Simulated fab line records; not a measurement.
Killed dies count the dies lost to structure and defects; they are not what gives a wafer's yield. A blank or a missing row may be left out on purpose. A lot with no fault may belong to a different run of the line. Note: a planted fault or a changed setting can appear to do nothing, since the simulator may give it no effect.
Chamber matching + flow nand-harc + NHARC_A_CONTACT_CMP_20 on cmp-01 has 4 sister chambers
The step polishes, t overpolish 30 s, target thk 300 nm. 4 wafers are shown with their chamber, then 10 later ones without.

== EACH WAFER AND ITS CHAMBER ==
| wafer  | chamber | motor-current-A (A) |
|--------|---------|---------------------|
| L083.5 | 2       | 13.3                |
| L086.1 | 3       | 13.3                |
| L085.2 | 1       | 12.1                |
| L085.3 | 0       | 11.1                |

== WAFERS WITHOUT THEIR CHAMBER ==
| wafer  | motor-current-A (A) |
|--------|---------------------|
| L085.6 | 11.1                |
| L089.3 | 11.6                |
| L089.4 | 13.4                |
| L089.5 | 13.5                |
| L091.3 | 13.1                |
| L091.5 | 12.9                |
| L091.6 | 13.5                |
| L096.1 | 12.7                |
| L096.3 | 12.9                |
| L096.5 | 13.6                |

== THE CHAMBER EACH PASSED THROUGH ==
| wafer  | from the rows above          | in truth |
|--------|------------------------------|----------|
| L085.6 | 0                            | 0        |
| L089.3 | can't be placed: 0 or 1      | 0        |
| L089.4 | can't be placed: 2 or 3      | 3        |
| L089.5 | can't be placed: 2 or 3      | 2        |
| L091.3 | can't be placed: 2 or 3      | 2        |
| L091.5 | can't be placed: 2 or 3 or 1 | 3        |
| L091.6 | can't be placed: 2 or 3      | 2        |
| L096.1 | can't be placed: 1 or 2 or 3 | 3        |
| L096.3 | can't be placed: 2 or 3 or 1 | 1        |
| L096.5 | can't be placed: 2 or 3      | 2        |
Correctly placed: 1 of 10. These rows do not allow placing 9 (true chamber among the candidates in 9). 0 placed wrongly.
How it was worked out, from the rows above alone: a wafer's distance from a chamber is the root of the sum, over the readings, of the square of ((its reading less the chamber's mean) divided by the reading's scatter). If the next closest chamber is less than 2 further off than the closest, the wafer can't be placed; otherwise it belongs to the closest. For every chamber, the mean is computed from those of its wafers that are shown. The scatter: root of mean squared gap, hidden wafer to nearest shown wafer, with one shown wafer a chamber.
